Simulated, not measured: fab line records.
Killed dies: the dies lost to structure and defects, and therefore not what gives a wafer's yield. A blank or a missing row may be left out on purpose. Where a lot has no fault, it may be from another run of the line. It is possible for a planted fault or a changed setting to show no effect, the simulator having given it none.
fab line records	flow nand-harc
[record] lots = 24	wafers = 72	last-day = 34
route steps=1302 shown A_STAIRCASE@708
lots that met no fault: taken from a fault-free run of the same line
start-h: start of the lot's first displayed wafer, in hours after the record's first day	wait-h: how many hours have passed since the lot's step before this one	" repeats the value in the row above	L1.1+2: a row that stands for several wafers	- no value, or no start given	* or withheld: withheld	< > ~ a bound
route shown NAME@n: a module of which the file shows steps, and the number in the route of the first	usual: mean and standard deviation over wafers with no fault	same: alike in all rows	chamber/n: place in a boat	sites: the reading at each site	_std_site: the values' standard deviation	_edge_site: the outer-site mean with the inner-site mean subtracted	radius-mm: for every site, how far away it sits from the centre of the wafer	mask NAME#n: copy n	behind: the tool/chamber that last shaped the wafer	hold: why the lot was held/for how many hours/how that ended	device: whichever transistor did not switch (one of n, p or np)	end of line: tests run on the same wafers once the route is complete	a step given without rows: its recipe and nothing more	killed: dies that structure and defects cost at the first sort, which is not the same as the wafer's yield	map: a wafer's dies, x killed, . not, _ none there
set.NAME: setting as actually run; set.NAME@STEP: the setting as run at that earlier step	model.NAME: the simulator's own value behind a step, which no gauge read
route steps across a sampled set of lots; one table per step, one row per wafer
services: the hour from which a tool's chamber was out of use, counted from the record's first day as start-h (under 0 if before that day), plus the number of hours and why
[[steps]]
[step NHARC_A_STAIRCASE_ETCH_194]
[recipe] target-depth-a = 1000	time-s = 40.5	ion-energy-ev = 400	c4f8-flow-sccm = 20	o2-flow-sccm = 10	ar-flow-sccm = withheld	rf-w = 600	bias-w = 1000	chemistry = C4F8/O2
[usual] oes-product-au = 0.941/0.014	rf-vpp-V = 896/5.9
[same] time-s = 40.5
lot.wafer	tool	chamber	start-h	wait-h	oes-product-au	rf-hours-counter-h	rf-vpp-V
L075.2	rie-diel-07	0	-	-	0.929	18	891
L075.6	"	1	"	"	0.933	-	897
L075.5	"	2	"	"	0.968	-	889
L074.1	rie-diel-02	0	-	-	0.940	48	900
L074.4	"	1	"	"	0.957	50	904
L074.6	"	3	"	"	0.932	-	905
L077.4	rie-diel-10	2	-	-	0.963	39	891
L077.6	"	2	"	"	0.960	-	891
L077.5	"	3	"	"	0.940	-	892
L076.1	rie-diel-10	1	-	-	0.956	35	889
L076.2	"	3	"	"	0.943	48	891
L076.5	"	1	"	"	0.959	-	888
L079.2	rie-diel-07	2	-	-	0.938	36	888
L079.4	"	3	"	"	0.934	31	897
L079.5	"	2	"	"	0.949	-	889
L078.3	rie-diel-07	2	-	-	0.948	37	888
L078.5	"	1	"	"	0.935	-	896
L078.6	"	2	"	"	0.949	-	888
L080.4	rie-diel-10	1	-	-	0.942	55	887
L080.5	"	2	"	"	0.956	-	891
L080.6	"	3	"	"	0.949	-	892
L081.2	rie-diel-07	1	-	-	0.935	38	897
L081.5	"	1	"	"	0.933	-	895
L081.6	"	2	"	"	0.947	-	887
L082.1	rie-diel-10	3	-	-	0.932	3	892
L082.2	"	0	"	"	0.949	4	905
L082.4	"	1	"	"	0.945	4	889
L083.2	rie-diel-10	1	-	-	0.946	10	889
L083.1	"	2	"	"	0.972	7	891
L083.3	"	0	"	"	0.946	10	904
L085.3	rie-diel-02	3	-	-	0.934	20	904
L085.1	"	0	"	"	0.936	8	901
L085.4	"	1	"	"	0.927	21	903
L084.2	rie-diel-02	2	-	-	0.927	22	895
L084.3	"	0	"	"	0.929	8	900
L084.6	"	3	"	"	0.939	-	904
L086.2	rie-diel-02	2	-	-	0.902	27	894
L086.1	"	0	"	"	0.919	13	900
L086.5	"	0	"	"	0.921	-	900
L087.1	rie-diel-07	1	-	-	0.934	2	896
L087.6	"	3	"	"	0.930	-	896
L087.5	"	0	"	"	0.924	-	889
L089.2	rie-diel-07	1	-	-	0.935	7	895
L089.4	"	3	"	"	0.930	-	898
L089.6	"	1	"	"	0.931	-	896
L088.1	rie-diel-02	1	-	-	0.949	27	903
L088.6	"	2	"	"	0.952	-	893
L088.5	"	3	"	"	0.933	-	904
L090.4	rie-diel-10	1	-	-	0.951	34	887
L090.1	"	3	"	"	0.943	29	892
L090.5	"	2	"	"	0.938	-	891
L091.2	rie-diel-10	3	-	-	0.959	38	891
L091.1	"	0	"	"	0.965	41	904
L091.3	"	1	"	"	0.965	40	886
L092.1	rie-diel-10	3	-	-	0.928	39	891
L092.4	"	1	"	"	0.944	43	887
L092.3	"	2	"	"	0.956	39	891
L093.2	rie-diel-02	0	-	-	0.930	38	897
L093.1	"	1	"	"	0.938	44	902
L093.4	"	3	"	"	0.918	-	903
L094.1	rie-diel-02	1	-	-	0.934	47	902
L094.2	"	3	"	"	0.910	56	902
L094.5	"	0	"	"	0.943	-	898
L095.4	rie-diel-07	0	-	-	0.941	31	889
L095.3	"	3	"	"	0.938	24	899
L095.6	"	0	"	"	0.943	-	890
L096.1	rie-diel-10	2	-	-	0.956	54	890
L096.2	"	3	"	"	0.966	54	892
L096.6	"	1	"	"	0.952	-	887
L097.2	rie-diel-02	0	-	-	0.943	2	898
L097.6	"	3	"	"	0.927	-	903
L097.5	"	0	"	"	0.956	-	898
[step NHARC_A_STAIRCASE_ETCH_201]
[recipe] target-depth-a = 1000	time-s = 40.5	ion-energy-ev = 400	c4f8-flow-sccm = 20	o2-flow-sccm = 10	ar-flow-sccm = withheld	rf-w = 600	bias-w = 1000	chemistry = C4F8/O2
[usual] oes-product-au = 0.941/0.015	rf-vpp-V = 896/5.7
[same] time-s = 40.5
lot.wafer	tool	chamber	start-h	wait-h	oes-product-au	rf-hours-counter-h	rf-vpp-V
L075.2	rie-diel-07	1	-	-	0.953	23	897
L075.6	"	0	"	"	0.948	-	890
L075.5	"	1	"	"	0.956	-	896
L074.1	rie-diel-02	3	-	-	0.911	41	905
L074.4	"	1	"	"	0.928	50	905
L074.6	"	2	"	"	0.918	-	895
L077.4	rie-diel-07	1	-	-	0.947	26	897
L077.5	"	3	"	"	0.943	-	897
L077.6	"	0	"	"	0.937	-	891
L076.1	rie-diel-07	1	-	-	0.935	27	897
L076.2	"	2	"	"	0.962	26	889
L076.5	"	0	"	"	0.948	-	890
L079.4	rie-diel-07	3	-	-	0.928	32	897
L079.2	"	1	"	"	0.926	35	896
L079.5	"	3	"	"	0.927	-	898
L078.3	rie-diel-07	3	-	-	0.944	32	898
L078.5	"	3	"	"	0.951	-	896
L078.6	"	0	"	"	0.934	-	890
L080.4	rie-diel-02	3	-	-	0.962	5	905
L080.5	"	1	"	"	0.962	-	903
L080.6	"	2	"	"	0.965	-	893
L081.2	rie-diel-07	2	-	-	0.951	41	889
L081.5	"	1	"	"	0.942	-	895
L081.6	"	2	"	"	0.941	-	888
L082.2	rie-diel-02	3	-	-	0.926	12	903
L082.1	"	1	"	"	0.940	14	903
L082.4	"	1	"	"	0.934	-	901
L083.2	rie-diel-02	0	-	-	0.948	6	899
L083.3	"	1	"	"	0.941	19	903
L083.1	"	3	"	"	0.925	18	903
L085.1	rie-diel-10	0	-	-	0.934	11	905
L085.4	"	1	"	"	0.940	10	888
L085.3	"	2	"	"	0.958	8	893
L084.2	rie-diel-02	0	-	-	0.938	10	900
L084.3	"	2	"	"	0.927	24	895
L084.6	"	0	"	"	0.942	-	900
L086.2	rie-diel-02	2	-	-	0.915	28	895
L086.1	"	3	"	"	0.920	26	904
L086.5	"	2	"	"	0.915	-	894
L087.1	rie-diel-07	3	-	-	0.925	2	897
L087.6	"	1	"	"	0.944	-	897
L087.5	"	2	"	"	0.937	-	889
L089.2	rie-diel-10	3	-	-	0.951	24	890
L089.4	"	1	"	"	0.941	29	888
L089.6	"	0	"	"	0.945	-	904
L088.1	rie-diel-10	3	-	-	0.938	25	890
L088.6	"	3	"	"	0.929	-	889
L088.5	"	0	"	"	0.959	-	904
L090.1	rie-diel-07	1	-	-	0.911	14	894
L090.4	"	2	"	"	0.924	-	889
L090.5	"	0	"	"	0.908	-	890
L091.1	rie-diel-02	3	-	-	0.925	48	903
L091.3	"	0	"	"	0.951	33	898
L091.2	"	1	"	"	0.948	39	903
L092.1	rie-diel-10	2	-	-	0.945	39	889
L092.3	"	0	"	"	0.962	44	903
L092.4	"	1	"	"	0.965	43	887
L093.2	rie-diel-10	3	-	-	0.946	42	890
L093.1	"	1	"	"	0.972	44	888
L093.4	"	2	"	"	0.967	41	893
L094.2	rie-diel-02	1	-	-	0.947	47	901
L094.1	"	3	"	"	0.928	56	902
L094.5	"	3	"	"	0.926	-	904
L095.3	rie-diel-02	0	-	-	0.952	1	899
L095.4	"	1	"	"	0.953	1	902
L095.6	"	1	"	"	0.941	-	902
L096.2	rie-diel-10	2	-	-	0.960	54	890
L096.1	"	3	"	"	0.950	54	890
L096.6	"	2	"	"	0.951	-	890
L097.2	rie-diel-07	0	-	-	0.932	31	888
L097.5	"	3	"	"	0.935	-	896
L097.6	"	0	"	"	0.931	-	889
[step NHARC_A_STAIRCASE_TRIM_202]
[recipe] time-s = 211.2	o2-flow-sccm = 500	ar-flow-sccm = 0	bias-w = 0	chemistry = O2
[usual] drypump-motor-current-A = 5.6/0.43	oes-product-au = 0.996/0.011	rf-vpp-V = 57.7/0.97	showerhead-plenum-p-Torr = 3.52/0.16	throttle-valve-pct = 17.037/0.01
[same] time-s = 211.2
lot.wafer	tool	chamber	start-h	wait-h	drypump-motor-current-A	oes-product-au	rf-hours-counter-h	rf-vpp-V	showerhead-plenum-p-Torr	throttle-valve-pct
L075.2	rie-diel-07	3	-	-	6.3	1.000	18	56.3	3.58	17.042
L075.6	"	1	"	"	5.8	0.984	-	55.9	3.54	17.030
L075.5	"	2	"	"	5.9	1.003	-	56.2	3.33	17.038
L074.4	rie-diel-02	3	-	-	5.2	0.970	41	58.8	3.75	17.048
L074.1	"	0	"	"	5.2	0.994	49	58.1	3.63	17.028
L074.6	"	3	"	"	5.2	0.983	-	59.1	3.75	17.049
L077.4	rie-diel-07	1	-	-	5.8	0.991	26	58.5	3.54	17.045
L077.5	"	3	"	"	6.3	1.004	-	56.9	3.57	17.042
L077.6	"	0	"	"	5.8	1.002	-	57.3	3.37	17.044
L076.1	rie-diel-07	1	-	-	5.8	0.984	27	57.3	3.54	17.022
L076.2	"	0	"	"	5.8	0.998	22	56.3	3.37	17.047
L076.5	"	1	"	"	5.8	0.988	-	58.9	3.54	17.041
L079.4	rie-diel-07	0	-	-	5.8	0.997	30	55.9	3.36	17.049
L079.2	"	3	"	"	6.2	1.001	32	57.7	3.57	17.054
L079.5	"	0	"	"	5.8	1.000	-	55.8	3.36	17.063
L078.3	rie-diel-07	1	-	-	5.8	1.001	35	57.1	3.54	17.037
L078.6	"	2	"	"	5.9	0.991	-	57.5	3.33	17.047
L078.5	"	3	"	"	6.2	1.004	-	57.9	3.57	17.027
L080.4	rie-diel-02	0	-	-	5.2	1.002	5	58.2	3.62	17.028
L080.6	"	1	"	"	5.3	1.011	-	58.3	3.74	17.033
L080.5	"	2	"	"	6.0	0.996	-	58.9	3.49	17.032
L081.2	rie-diel-07	1	-	-	5.8	0.999	39	58.0	3.53	17.039
L081.5	"	3	"	"	6.3	0.998	-	58.2	3.57	17.056
L081.6	"	0	"	"	5.8	0.987	-	58.7	3.36	17.048
L082.2	rie-diel-02	2	-	-	6.0	0.984	14	57.2	3.48	17.022
L082.1	"	3	"	"	5.2	0.986	12	57.8	3.74	17.042
L082.4	"	2	"	"	6.0	0.977	-	56.8	3.48	17.042
L083.1	rie-diel-02	2	-	-	6.0	0.981	20	57.2	3.48	17.025
L083.2	"	0	"	"	5.3	1.000	6	57.6	3.62	17.032
L083.3	"	1	"	"	5.2	1.005	19	58.4	3.73	17.028
L085.1	rie-diel-10	2	-	-	4.8	1.003	8	59.5	3.39	17.039
L085.3	"	0	"	"	6.0	0.997	11	57.0	3.76	17.032
L085.4	"	1	"	"	6.0	1.008	11	56.7	3.30	17.054
L084.3	rie-diel-02	2	-	-	6.0	0.985	24	56.5	3.48	17.039
L084.2	"	3	"	"	5.2	0.996	22	57.3	3.74	17.040
L084.6	"	3	"	"	5.2	0.997	-	59.7	3.74	17.034
L086.1	rie-diel-02	3	-	-	5.3	0.980	26	58.2	3.74	17.055
L086.2	"	2	"	"	6.0	0.975	28	58.1	3.48	17.040
L086.5	"	0	"	"	5.3	0.991	-	58.6	3.62	17.028
L087.1	rie-diel-07	3	-	-	6.2	0.984	2	56.9	3.56	17.052
L087.5	"	0	"	"	5.8	0.984	-	57.7	3.35	17.038
L087.6	"	1	"	"	5.8	0.984	-	57.0	3.52	17.047
L089.4	rie-diel-10	1	-	-	5.9	1.005	29	56.0	3.29	17.032
L089.2	"	0	"	"	6.0	1.000	30	58.7	3.75	17.047
L089.6	"	1	"	"	5.9	1.010	-	58.3	3.29	17.031
L088.1	rie-diel-10	2	-	-	4.8	0.998	24	57.5	3.39	17.033
L088.6	"	1	"	"	5.9	1.003	-	58.2	3.29	17.039
L088.5	"	2	"	"	4.8	1.004	-	57.8	3.39	17.050
L090.1	rie-diel-07	0	-	-	5.8	0.991	11	56.1	3.34	17.039
L090.5	"	0	"	"	5.8	0.984	-	56.9	3.34	17.040
L090.4	"	1	"	"	5.8	0.988	-	57.7	3.52	17.042
L091.3	rie-diel-02	0	-	-	5.3	0.995	33	57.8	3.61	17.048
L091.1	"	1	"	"	5.3	1.006	39	58.2	3.72	17.035
L091.2	"	3	"	"	5.2	0.987	48	57.6	3.72	17.048
L092.3	rie-diel-10	3	-	-	5.0	1.000	40	57.2	3.38	17.023
L092.4	"	0	"	"	5.9	1.020	44	56.8	3.74	17.028
L092.1	"	1	"	"	6.0	1.020	43	58.4	3.29	17.032
L093.2	rie-diel-10	3	-	-	5.0	0.990	42	57.7	3.38	17.021
L093.4	"	0	"	"	6.0	1.018	45	57.8	3.74	17.016
L093.1	"	2	"	"	4.8	1.009	41	57.3	3.38	17.030
L094.1	rie-diel-02	3	-	-	5.3	0.966	56	59.4	3.72	17.033
L094.2	"	1	"	"	5.3	0.998	47	58.1	3.71	17.044
L094.5	"	1	"	"	5.3	1.001	-	58.9	3.71	17.030
L095.3	rie-diel-02	1	-	-	5.3	0.996	1	58.6	3.71	17.034
L095.4	"	3	"	"	5.2	0.996	1	59.2	3.72	17.016
L095.6	"	0	"	"	5.2	1.009	-	58.3	3.60	17.033
L096.2	rie-diel-10	3	-	-	5.0	0.989	54	56.9	3.37	17.024
L096.1	"	0	"	"	6.0	1.023	59	58.1	3.74	17.028
L096.6	"	0	"	"	6.0	1.026	-	58.7	3.73	17.007
L097.2	rie-diel-07	0	-	-	5.8	0.975	31	57.5	3.33	17.028
L097.6	"	2	"	"	6.0	0.996	-	58.2	3.30	17.045
L097.5	"	3	"	"	6.2	0.988	-	57.9	3.54	17.047
[step NHARC_A_STAIRCASE_STRIP_205]
[recipe] power-w = 1500	temp-c = 250	chemistry = O2
[usual] drypump-motor-current-A = 5.90/0.22	heater-power-w = 316/42
lot.wafer	tool	chamber	start-h	wait-h	drypump-motor-current-A	heater-power-w	rf-hours-counter-h
L075.2	plasma-asher-01	0	373.75	0.1	5.98	371	5
L075.5	"	1	"	"	6.08	258	-
L075.6	"	0	"	"	5.96	364	-
L074.1	plasma-asher-01	1	374.51	0.1	6.09	254	6
L074.4	"	1	"	"	6.08	255	-
L074.6	"	1	"	"	6.07	260	-
L077.4	plasma-asher-02	1	380.07	0.2	5.81	314	-
L077.5	"	1	"	"	5.80	309	-
L077.6	"	0	"	"	5.43	338	-
L076.1	plasma-asher-01	0	382.31	0.1	5.93	359	8
L076.2	"	1	"	"	6.11	257	8
L076.5	"	1	"	"	6.10	260	-
L079.2	plasma-asher-01	0	409.94	0.1	5.96	360	11
L079.4	"	0	"	"	5.95	371	-
L079.5	"	0	"	"	5.95	365	-
L078.3	plasma-asher-01	0	410.62	0.2	5.95	360	-
L078.6	"	1	"	"	6.08	260	-
L078.5	"	0	"	"	5.96	369	-
L080.4	plasma-asher-02	1	421.39	0.2	5.82	320	-
L080.5	"	0	"	"	5.47	345	-
L080.6	"	1	"	"	5.80	310	-
L081.2	plasma-asher-01	1	422.83	0.1	6.09	259	16
L081.5	"	0	"	"	5.96	359	-
L081.6	"	1	"	"	6.09	256	-
L082.1	plasma-asher-01	1	449.93	0.1	6.11	256	21
L082.2	"	0	"	"	5.96	359	21
L082.4	"	0	"	"	5.97	365	-
L083.1	plasma-asher-01	1	461.78	0.1	6.07	262	25
L083.2	"	0	"	"	5.97	363	25
L083.3	"	0	"	"	5.95	363	-
L085.1	plasma-asher-01	1	467.01	0.1	6.10	255	26
L085.4	"	0	"	"	5.98	351	-
L085.3	"	1	"	"	6.12	254	-
L084.2	plasma-asher-02	0	468.28	0.1	5.46	333	7
L084.3	"	0	"	"	5.45	335	-
L084.6	"	1	"	"	5.82	319	-
L086.1	plasma-asher-01	1	479.93	0.1	6.10	250	28
L086.2	"	0	"	"	5.95	361	28
L086.5	"	0	"	"	5.93	372	-
L087.1	plasma-asher-01	1	490.09	0.1	6.10	259	30
L087.6	"	0	"	"	5.96	360	-
L087.5	"	1	"	"	6.10	255	-
L089.2	plasma-asher-02	0	510.13	0.1	5.47	331	15
L089.4	"	1	"	"	5.82	322	-
L089.6	"	0	"	"	5.46	342	-
L088.1	plasma-asher-01	0	511.28	0.1	5.95	367	34
L088.5	"	1	"	"	6.08	259	-
L088.6	"	0	"	"	5.95	366	-
L090.1	plasma-asher-01	0	531.25	0.1	5.98	352	1
L090.4	"	1	"	"	6.12	272	-
L090.5	"	1	"	"	6.09	277	-
L091.2	plasma-asher-02	1	543.84	0.1	5.82	319	24
L091.1	"	0	"	"	5.48	341	24
L091.3	"	1	"	"	5.77	325	-
L092.1	plasma-asher-01	1	550.69	0.1	6.10	273	4
L092.4	"	1	"	"	6.09	274	-
L092.3	"	0	"	"	5.96	357	-
L093.2	plasma-asher-02	1	554.51	0.1	5.81	317	26
L093.1	"	0	"	"	5.44	337	26
L093.4	"	1	"	"	5.79	326	-
L094.1	plasma-asher-02	0	562.54	0.1	5.48	334	27
L094.2	"	1	"	"	5.82	323	27
L094.5	"	0	"	"	5.46	335	-
L095.3	plasma-asher-01	0	586.08	0.2	5.95	359	-
L095.4	"	1	"	"	6.09	268	-
L095.6	"	1	"	"	6.09	277	-
L096.1	plasma-asher-01	1	587.77	0.1	6.10	272	11
L096.2	"	0	"	"	5.97	349	11
L096.6	"	1	"	"	6.10	267	-
L097.2	plasma-asher-02	1	587.81	0.1	5.82	319	33
L097.5	"	1	"	"	5.82	318	-
L097.6	"	0	"	"	5.48	331	-
[step NHARC_A_STAIRCASE_ETCH_234]
[recipe] target-depth-a = 1000	time-s = 40.5	ion-energy-ev = 400	c4f8-flow-sccm = 20	o2-flow-sccm = 10	ar-flow-sccm = withheld	rf-w = 600	bias-w = 1000	chemistry = C4F8/O2
[usual] oes-product-au = 0.944/0.014	rf-vpp-V = 895/6
[same] time-s = 40.5
lot.wafer	tool	chamber	start-h	wait-h	oes-product-au	rf-hours-counter-h	rf-vpp-V
L075.2	rie-diel-10	1	-	-	0.953	34	889
L075.6	"	2	"	"	0.949	-	892
L075.5	"	3	"	"	0.935	-	891
L074.4	rie-diel-10	2	-	-	0.969	39	891
L074.1	"	0	"	"	0.963	47	904
L074.6	"	3	"	"	0.938	-	893
L077.4	rie-diel-07	3	-	-	0.946	22	899
L077.5	"	0	"	"	0.937	-	892
L077.6	"	1	"	"	0.942	-	894
L076.2	rie-diel-02	0	-	-	0.933	53	900
L076.1	"	1	"	"	0.956	53	903
L076.5	"	1	"	"	0.956	-	905
L079.2	rie-diel-07	2	-	-	0.943	38	888
L079.4	"	0	"	"	0.935	31	890
L079.5	"	2	"	"	0.942	-	888
L078.3	rie-diel-02	0	-	-	0.938	3	899
L078.5	"	1	"	"	0.953	-	903
L078.6	"	2	"	"	0.946	-	896
L080.4	rie-diel-07	2	-	-	0.952	41	889
L080.6	"	0	"	"	0.921	-	891
L080.5	"	1	"	"	0.931	-	896
L081.2	rie-diel-02	3	-	-	0.910	6	905
L081.6	"	1	"	"	0.936	-	903
L081.5	"	3	"	"	0.910	-	904
L082.1	rie-diel-10	3	-	-	0.944	6	892
L082.2	"	0	"	"	0.952	8	906
L082.4	"	1	"	"	0.945	8	887
L083.2	rie-diel-02	1	-	-	0.924	21	904
L083.3	"	2	"	"	0.912	22	894
L083.1	"	3	"	"	0.920	20	903
L085.1	rie-diel-07	2	-	-	0.959	58	888
L085.4	"	3	"	"	0.944	53	897
L085.3	"	0	"	"	0.940	50	890
L084.3	rie-diel-07	1	-	-	0.959	55	896
L084.2	"	2	"	"	0.957	58	887
L084.6	"	0	"	"	0.936	-	890
L086.1	rie-diel-07	0	-	-	0.922	1	889
L086.2	"	3	"	"	0.919	1	898
L086.5	"	0	"	"	0.916	-	889
L087.1	rie-diel-07	1	-	-	0.936	5	896
L087.6	"	0	"	"	0.943	-	889
L087.5	"	1	"	"	0.930	-	897
L089.2	rie-diel-10	2	-	-	0.955	25	890
L089.4	"	3	"	"	0.941	26	891
L089.6	"	2	"	"	0.947	-	891
L088.1	rie-diel-10	0	-	-	0.958	32	903
L088.5	"	0	"	"	0.945	-	904
L088.6	"	1	"	"	0.944	-	887
L090.4	rie-diel-10	0	-	-	0.936	38	904
L090.1	"	2	"	"	0.935	34	891
L090.5	"	1	"	"	0.941	-	885
L091.3	rie-diel-10	1	-	-	0.967	42	887
L091.2	"	2	"	"	0.971	38	891
L091.1	"	0	"	"	0.954	43	905
L092.1	rie-diel-02	0	-	-	0.960	40	899
L092.3	"	3	"	"	0.927	55	903
L092.4	"	0	"	"	0.945	-	900
L093.4	rie-diel-07	0	-	-	0.928	21	889
L093.2	"	1	"	"	0.955	24	896
L093.1	"	2	"	"	0.946	24	888
L094.1	rie-diel-02	1	-	-	0.949	48	903
L094.2	"	0	"	"	0.949	42	900
L094.5	"	0	"	"	0.948	-	899
L095.3	rie-diel-10	0	-	-	0.973	59	905
L095.4	"	1	"	"	0.960	57	886
L095.6	"	1	"	"	0.954	-	887
L096.2	rie-diel-07	1	-	-	0.949	35	896
L096.1	"	0	"	"	0.921	32	887
L096.6	"	2	"	"	0.965	-	887
L097.2	rie-diel-02	0	-	-	0.969	3	900
L097.5	"	0	"	"	0.960	-	899
L097.6	"	1	"	"	0.941	-	902
[step NHARC_A_STAIRCASE_ETCH_236]
[recipe] target-depth-a = 1000	time-s = 40.5	ion-energy-ev = 400	c4f8-flow-sccm = 20	o2-flow-sccm = 10	ar-flow-sccm = withheld	rf-w = 600	bias-w = 1000	chemistry = C4F8/O2
[usual] oes-product-au = 0.944/0.013	rf-vpp-V = 895/6
[same] time-s = 40.5
lot.wafer	tool	chamber	start-h	wait-h	oes-product-au	rf-hours-counter-h	rf-vpp-V
L075.2	rie-diel-10	2	-	-	0.952	38	891
L075.5	"	1	"	"	0.945	-	888
L075.6	"	2	"	"	0.952	-	892
L074.4	rie-diel-10	3	-	-	0.943	48	892
L074.1	"	1	"	"	0.952	34	888
L074.6	"	2	"	"	0.975	-	891
L077.4	rie-diel-07	0	-	-	0.936	22	889
L077.6	"	2	"	"	0.955	-	889
L077.5	"	3	"	"	0.945	-	897
L076.2	rie-diel-02	1	-	-	0.945	53	904
L076.1	"	3	"	"	0.934	45	904
L076.5	"	1	"	"	0.943	-	904
L079.4	rie-diel-07	2	-	-	0.944	38	889
L079.2	"	0	"	"	0.940	31	890
L079.5	"	1	"	"	0.932	-	897
L078.3	rie-diel-02	3	-	-	0.940	3	904
L078.5	"	1	"	"	0.945	-	905
L078.6	"	2	"	"	0.947	-	893
L080.4	rie-diel-07	0	-	-	0.933	36	889
L080.6	"	1	"	"	0.951	-	897
L080.5	"	2	"	"	0.945	-	889
L081.2	rie-diel-02	1	-	-	0.936	8	903
L081.6	"	1	"	"	0.934	-	904
L081.5	"	2	"	"	0.925	-	894
L082.1	rie-diel-10	1	-	-	0.941	8	886
L082.4	"	3	"	"	0.949	6	891
L082.2	"	0	"	"	0.959	8	905
L083.2	rie-diel-02	2	-	-	0.913	22	893
L083.3	"	3	"	"	0.939	21	904
L083.1	"	0	"	"	0.941	8	900
L085.4	rie-diel-07	2	-	-	0.945	58	888
L085.3	"	0	"	"	0.949	50	889
L085.1	"	1	"	"	0.946	54	897
L084.2	rie-diel-07	0	-	-	0.927	50	890
L084.3	"	3	"	"	0.945	54	897
L084.6	"	1	"	"	0.942	-	895
L086.2	rie-diel-07	3	-	-	0.915	1	896
L086.1	"	2	"	"	0.929	2	888
L086.5	"	0	"	"	0.920	-	891
L087.1	rie-diel-07	2	-	-	0.944	5	888
L087.6	"	1	"	"	0.926	-	896
L087.5	"	2	"	"	0.941	-	888
L089.4	rie-diel-10	1	-	-	0.954	31	887
L089.2	"	2	"	"	0.957	25	891
L089.6	"	0	"	"	0.956	-	904
L088.1	rie-diel-10	2	-	-	0.949	25	891
L088.5	"	1	"	"	0.953	-	886
L088.6	"	2	"	"	0.956	-	890
L090.1	rie-diel-10	0	-	-	0.946	38	904
L090.4	"	2	"	"	0.935	34	892
L090.5	"	0	"	"	0.935	-	902
L091.2	rie-diel-10	1	-	-	0.957	42	888
L091.1	"	2	"	"	0.970	39	890
L091.3	"	0	"	"	0.942	43	905
L092.3	rie-diel-02	0	-	-	0.950	40	898
L092.1	"	1	"	"	0.941	46	902
L092.4	"	3	"	"	0.933	-	904
L093.4	rie-diel-07	0	-	-	0.947	21	888
L093.1	"	1	"	"	0.954	24	895
L093.2	"	3	"	"	0.923	13	897
L094.2	rie-diel-02	1	-	-	0.949	48	902
L094.1	"	3	"	"	0.933	58	902
L094.5	"	1	"	"	0.938	-	902
L095.4	rie-diel-10	2	-	-	0.959	55	889
L095.3	"	3	"	"	0.924	55	891
L095.6	"	0	"	"	0.959	-	903
L096.2	rie-diel-07	0	-	-	0.922	32	890
L096.1	"	1	"	"	0.941	35	895
L096.6	"	0	"	"	0.926	-	889
L097.2	rie-diel-02	0	-	-	0.966	3	900
L097.5	"	2	"	"	0.944	-	893
L097.6	"	3	"	"	0.933	-	901
[[services]]
tool	chamber	start-h	hours	kind
rie-diel-07	0	353.91	-	clean
rie-diel-07	1	353.91	-	clean
rie-diel-07	2	353.91	-	clean
rie-diel-07	3	353.91	-	clean
rie-diel-07	0	378.44	-	clean
rie-diel-07	1	378.44	-	clean
rie-diel-07	2	378.44	-	clean
rie-diel-02	-	394.69	9.0	pm
rie-diel-02	0	421.82	34.6	repair
plasma-asher-02	-	426.00	9.0	pm
rie-diel-07	-	432.78	0.3	repair
rie-diel-10	-	461.80	3.5	repair
rie-diel-02	1	466.26	16.5	repair
rie-diel-07	-	472.53	9.0	pm
rie-diel-02	1	500.29	7.4	repair
rie-diel-02	2	503.14	1.3	repair
rie-diel-07	0	503.72	12.5	repair
plasma-asher-01	-	519.07	9.0	pm
rie-diel-07	3	521.53	16.0	repair
rie-diel-02	0	539.74	2.6	repair
rie-diel-02	2	541.20	28.6	repair
rie-diel-02	-	559.32	0.6	repair
rie-diel-02	-	571.69	9.0	pm
rie-diel-10	3	581.32	4.8	repair
[[key]]
fault none
